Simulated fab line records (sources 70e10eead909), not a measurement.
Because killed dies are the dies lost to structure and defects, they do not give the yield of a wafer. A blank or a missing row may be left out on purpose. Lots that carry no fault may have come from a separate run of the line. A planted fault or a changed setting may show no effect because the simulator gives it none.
Check for tools in common | flow nand harc | Sampled: 15 lots, 45 wafers

## REASON FOR OPENING
On 3 of the 15 lots, a flag is raised at NHARC_P_CONTACT_CD_MEAS_12 on the reading cd nm. Fault-free wafers read 90.0 nm, with a standard deviation of 0.44.
Rule: a lot gets a flag if all its wafers with a number sit over 4 standard deviations from that mean, or if no wafer of it has a number. All remaining lots are regarded as sound.

lot  | measured     | on        | cd nm (nm), wafer by wafer | flag
L525 | day 5 21:44  | cd sem-03 | 89.4 90.2 89.7             |
L527 | day 6 11:37  | cd sem-03 | 89.2 89.7 90.1             |
L528 | day 6 22:11  | cd sem-01 | 89.8 90.3 89.7             |
L529 | day 7 12:26  | cd sem-01 | 90.3 89.8 89.2             |
L530 | day 7 19:41  | cd sem-01 | 90.2 89.8 90.1             |
L531 | day 8 06:54  | cd sem-02 | 89.5 89.5 90.3             |
L532 | day 8 21:58  | cd sem-03 | 90.2 90.3 89.6             |
L533 | day 9 20:14  | cd sem-01 | 90.7 90.7 89.9             |
L535 | day 9 21:39  | cd sem-01 | 89.5 90.2 90.0             |
L540 | day 11 23:50 | cd sem-02 | 105.8 104.9 105.2          | FLAGGED
L542 | day 12 22:19 | cd sem-03 | 102.6 102.3 102.3          | FLAGGED
L544 | day 13 14:18 | cd sem-02 | 90.9 90.1 90.3             |
L543 | day 13 14:42 | cd sem-01 | 100.3 100.4 100.8          | FLAGGED
L548 | day 15 11:52 | cd sem-01 | 89.5 89.6 89.5             |
L547 | day 15 12:38 | cd sem-03 | 90.1 90.7 90.2             |
The numbers of the flagged lots are 102.7 nm on average: +12.7 nm against the usual, or +29 standard deviations.

## LOT BY LOT: THE TOOL USED
Before the reading, the record contains 4 process steps out of a 1302-step route. Cell contents, in order: the tool; ch with the chambers the sampled wafers went through; the start.
lot  | flag    | NHARC_P_GATE_DESCUM_93             | NHARC_P_GATE_RTA_82              | NHARC_P_CONTACT_DEP_30          | NHARC_P_CONTACT_EXPOSE_09
L525 |         | rie diel-12 ch 0,3, day 5 17:13    | rtp anneal-02 ch 0, day 5 19:56  | pecvd-04 ch 0,1,2, day 5 20:12  | arfi scanner-02 ch 0, day 5 21:35
L527 |         | rie diel-10 ch 1,3, day 6 07:14    | rtp anneal-01 ch 0, day 6 09:56  | pecvd-01 ch 1,2, day 6 10:14    | arfi scanner-01 ch 0, day 6 11:29
L528 |         | rie diel-10 ch 0,3, day 6 17:49    | rtp anneal-01 ch 0, day 6 20:32  | pecvd-02 ch 0,1, day 6 20:46    | arfi scanner-01 ch 0, day 6 22:02
L529 |         | rie diel-10 ch 0,2,3, day 7 07:49  | rtp anneal-01 ch 0, day 7 10:38  | pecvd-01 ch 0,1,2, day 7 10:54  | arfi scanner-02 ch 0, day 7 12:18
L530 |         | rie diel-10 ch 0,2,3, day 7 15:04  | rtp anneal-01 ch 0, day 7 17:54  | pecvd-04 ch 0,2, day 7 18:11    | arfi scanner-01 ch 0, day 7 19:32
L531 |         | rie diel-10 ch 0,2,3, day 8 01:49  | rtp anneal-02 ch 0, day 8 05:07  | pecvd-04 ch 1,2, day 8 05:26    | arfi scanner-03 ch 0, day 8 06:46
L532 |         | rie diel-02 ch 1,3, day 8 17:23    | rtp anneal-02 ch 0, day 8 20:10  | pecvd-04 ch 0,2, day 8 20:25    | arfi scanner-02 ch 0, day 8 21:49
L533 |         | rie diel-12 ch 0,1,2, day 9 15:49  | rtp anneal-02 ch 0, day 9 18:35  | pecvd-04 ch 0,1,2, day 9 18:49  | arfi scanner-02 ch 0, day 9 20:07
L535 |         | rie diel-02 ch 2,3, day 9 17:07    | rtp anneal-01 ch 0, day 9 19:54  | pecvd-02 ch 0,1,2, day 9 20:07  | arfi scanner-01 ch 0, day 9 21:31
L540 | FLAGGED | rie diel-10 ch 1,2, day 11 19:17   | rtp anneal-02 ch 0, day 11 22:10 | pecvd-01 ch 1,2, day 11 22:28   | arfi scanner-03 ch 0, day 11 23:42
L542 | FLAGGED | rie diel-12 ch 1,3, day 12 17:43   | rtp anneal-02 ch 0, day 12 20:26 | pecvd-04 ch 0,2, day 12 20:47   | arfi scanner-03 ch 0, day 12 22:10
L544 |         | rie diel-12 ch 0,1,3, day 13 09:33 | rtp anneal-01 ch 0, day 13 12:29 | pecvd-01 ch 0,1, day 13 12:45   | arfi scanner-01 ch 0, day 13 14:10
L543 | FLAGGED | rie diel-02 ch 0,1,2, day 13 09:59 | rtp anneal-01 ch 0, day 13 12:59 | pecvd-04 ch 0,1,2, day 13 13:16 | arfi scanner-03 ch 0, day 13 14:34
L548 |         | rie diel-10 ch 2,3, day 15 07:07   | rtp anneal-02 ch 0, day 15 10:05 | pecvd-01 ch 0,1,2, day 15 10:23 | arfi scanner-02 ch 0, day 15 11:44
L547 |         | rie diel-02 ch 0,2, day 15 08:02   | rtp anneal-02 ch 0, day 15 10:52 | pecvd-04 ch 0,1,2, day 15 11:11 | arfi scanner-01 ch 0, day 15 12:30
What the steps here do:
- NHARC_P_GATE_DESCUM_93: chemistry O2, time 3 s.
- NHARC_P_GATE_RTA_82: time 30 s.
- NHARC_P_CONTACT_DEP_30: deposits SiNx, target thk 30 nm.
- NHARC_P_CONTACT_EXPOSE_09: exposes mask P CA, target cd 90 nm.
- NHARC_P_CONTACT_CD_MEAS_12: target cd 90 nm.

## FLAGGED AGAINST TOTAL, ONE TOOL AT A TIME (gauges that did the reading follow at the end)
step                       | tool            | lots run | flagged | share of the flagged lots | sound lots run after its first flagged lot
NHARC_P_GATE_DESCUM_93     | rie diel-02     | 4        | 1       | some                      | 1 (L547)
NHARC_P_GATE_DESCUM_93     | rie diel-10     | 7        | 1       | some                      | 1 (L548)
NHARC_P_GATE_DESCUM_93     | rie diel-12     | 4        | 1       | some                      | 1 (L544)
NHARC_P_GATE_RTA_82        | rtp anneal-01   | 7        | 1       | some                      | 0
NHARC_P_GATE_RTA_82        | rtp anneal-02   | 8        | 2       | some                      | 2 (L548,L547)
NHARC_P_CONTACT_DEP_30     | pecvd-01        | 5        | 1       | some                      | 2 (L544,L548)
NHARC_P_CONTACT_DEP_30     | pecvd-02        | 2        | 0       | none                      | -
NHARC_P_CONTACT_DEP_30     | pecvd-04        | 8        | 2       | some                      | 1 (L547)
NHARC_P_CONTACT_EXPOSE_09  | arfi scanner-01 | 6        | 0       | none                      | -
NHARC_P_CONTACT_EXPOSE_09  | arfi scanner-02 | 5        | 0       | none                      | -
NHARC_P_CONTACT_EXPOSE_09  | arfi scanner-03 | 4        | 3       | all                       | 0
NHARC_P_CONTACT_CD_MEAS_12 | cd sem-01       | 7        | 1       | some                      | 1 (L548)
NHARC_P_CONTACT_CD_MEAS_12 | cd sem-02       | 3        | 1       | some                      | 1 (L544)
NHARC_P_CONTACT_CD_MEAS_12 | cd sem-03       | 5        | 1       | some                      | 1 (L547)

## WHAT THE TABLE PERMITS
All flagged lots share 1 row of the table, namely arfi scanner-03 at NHARC_P_CONTACT_EXPOSE_09.
- arfi scanner-03 at NHARC_P_CONTACT_EXPOSE_09: 3 of its 4 lots flagged. Last sound lot L531 at day 8 06:46, first flagged lot L540 at day 11 23:42; a fault beginning in between fits. Its own readings (exposure dose mJ cm2) fall more than 4 standard deviations out on all wafers of the flagged lots.
arfi scanner-03 at NHARC_P_CONTACT_EXPOSE_09 is the single tool remaining.

## WHAT THE SIMULATOR PUT IN
Process parameter drift: arfi scanner-03, from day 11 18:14 on, at NHARC_P_CONTACT_EXPOSE_09. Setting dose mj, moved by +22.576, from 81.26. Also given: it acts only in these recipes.
Shown lots that were struck: L540, L542, L543. The rule above found the same.
